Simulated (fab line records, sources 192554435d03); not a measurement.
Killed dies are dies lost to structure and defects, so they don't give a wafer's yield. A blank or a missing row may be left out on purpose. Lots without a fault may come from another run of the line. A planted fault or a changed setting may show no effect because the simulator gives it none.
Chamber matching | flow n5_finfet | N5_BEOL_M0_CMP_120 on cmp-04: 4 sister chambers
The step polishes, stops on SiOC, t overpolish 6.9 s. 14 wafers are shown with their chamber, then 7 later ones without.

WAFERS WITH THEIR CHAMBER
wafer  | chamber | motor_current_A (A) | clearing_platen_down_force_psi (psi) | barrier_field_endpoint_s (s)
L648.2 | 2       | 5.6                 | 1.5024                               | 3.62
L648.3 | 3       | 6.5                 | 1.5007                               | 3.51
L648.4 | 1       | 6.0                 | 1.4989                               | 3.63
L650.3 | 1       | 5.7                 | 1.5025                               | 3.44
L650.4 | 3       | 6.4                 | 1.5029                               | 3.34
L650.6 | 2       | 5.3                 | 1.4999                               | 3.60
L652.2 | 3       | 6.5                 | 1.4978                               | 3.58
L652.3 | 2       | 5.9                 | 1.4951                               | 3.91
L652.5 | 1       | 5.8                 | 1.4995                               | 3.84
L653.2 | 3       | 6.3                 | 1.4978                               | 3.60
L653.5 | 2       | 5.7                 | 1.4998                               | 3.84
L653.6 | 1       | 5.9                 | 1.5034                               | 3.74
L659.2 | 0       | 5.8                 | 1.5059                               | 3.85
L659.3 | 2       | 5.8                 | 1.5035                               | 3.77

SIGNATURES (means of the wafers above)
reading                        | chamber 0 | chamber 1 | chamber 2 | chamber 3 | scatter within a chamber
motor_current_A                | 5.800     | 5.850     | 5.660     | 6.425     | 0.17
clearing_platen_down_force_psi | 1.505900  | 1.501075  | 1.500140  | 1.499800  | 0.00274
barrier_field_endpoint_s       | 3.8500    | 3.6625    | 3.7480    | 3.5075    | 0.143
Rule: a wafer's distance from a chamber is the root of the sum, over the readings, of the square of ((its reading less the chamber's mean) divided by the reading's scatter). The wafer belongs to the nearest chamber; if the next one is less than 2 further off, it can't be placed. The scatter: the root of (the sum of the squares of (reading less its chamber's mean) over the shown wafers, divided by (wafers less chambers)).

WAFERS WITHOUT THEIR CHAMBER
wafer  | motor_current_A (A) | clearing_platen_down_force_psi (psi) | barrier_field_endpoint_s (s)
L659.6 | 6.3                 | 1.4988                               | 3.40
L661.1 | 6.6                 | 1.5017                               | 3.44
L661.4 | 5.8                 | 1.5066                               | 3.74
L661.6 | 5.8                 | 1.5005                               | 3.74
L664.1 | 6.5                 | 1.4970                               | 3.44
L664.4 | 5.8                 | 1.5002                               | 3.38
L664.5 | 6.5                 | 1.4963                               | 3.48

WHICH CHAMBER EACH WENT THROUGH
wafer  | from the rows above               | in truth
L659.6 | 3                                 | 3
L661.1 | 3                                 | 3
L661.4 | can't be placed: 0 or 1 or 2      | 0
L661.6 | can't be placed: 1 or 2 or 0      | 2
L664.1 | 3                                 | 3
L664.4 | can't be placed: 1 or 2 or 3 or 0 | 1
L664.5 | 3                                 | 3
Placed correctly: 4 of 7. Can't be placed from these rows: 3 (the true chamber is among the candidates in 3). Placed wrongly: 0.
